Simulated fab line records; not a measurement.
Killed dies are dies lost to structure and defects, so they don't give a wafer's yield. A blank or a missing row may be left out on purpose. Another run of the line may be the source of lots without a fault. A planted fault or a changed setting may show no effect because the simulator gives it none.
Matching of chambers	flow n5 finfet	pecvd-03 running N5_BEOL_M13_DEP_53: 3 sister chambers
The step deposits SiCN from 3MS/NH3, target thk 50 nm, time 17.8 s. 6 wafers are shown with their chamber, then 11 later ones without.

WAFERS, EACH WITH ITS CHAMBER
wafer	chamber	throttle valve pct (%)	showerhead plenum p Torr (Torr)
L083.4	2	17.8	4.171
L084.5	2	17.8	4.176
L086.2	0	18.0	4.142
L086.3	0	18.0	4.154
L086.4	1	19.2	4.171
L087.2	1	19.4	4.153

WAFERS WHOSE CHAMBER IS MISSING
wafer	throttle valve pct (%)	showerhead plenum p Torr (Torr)
L087.3	17.8	4.171
L087.4	19.5	4.167
L091.2	19.3	4.157
L091.4	17.9	4.143
L091.5	18.0	4.160
L094.2	18.0	4.145
L094.3	18.1	4.144
L094.4	19.0	4.153
L093.1	19.1	4.161
L093.2	17.9	4.174
L093.4	17.9	4.144

EACH ONE'S CHAMBER
wafer	from the rows above	in truth
L087.3	2	2
L087.4	1	1
L091.2	1	1
L091.4	0	0
L091.5	can't be placed: 0 or 2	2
L094.2	0	0
L094.3	0	0
L094.4	1	1
L093.1	1	1
L093.2	can't be placed: 2 or 0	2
L093.4	0	0
9 of 11 placed correctly. Unplaceable from these rows: 2, with the true chamber sitting among the candidates in 2. Placed wrongly: 0.
How it was worked out, from the rows above alone: a wafer's distance from a chamber is the root of the sum, over the readings, of the square of ((its reading less the chamber's mean) divided by the reading's scatter). The wafer belongs to the nearest chamber; if the next one is less than 2 further off, it can't be placed. A chamber's mean is the mean of its shown wafers. The scatter: take each reading less its chamber's mean, square it, sum over the shown wafers, divide by the number of wafers less the number of chambers, and take the root.
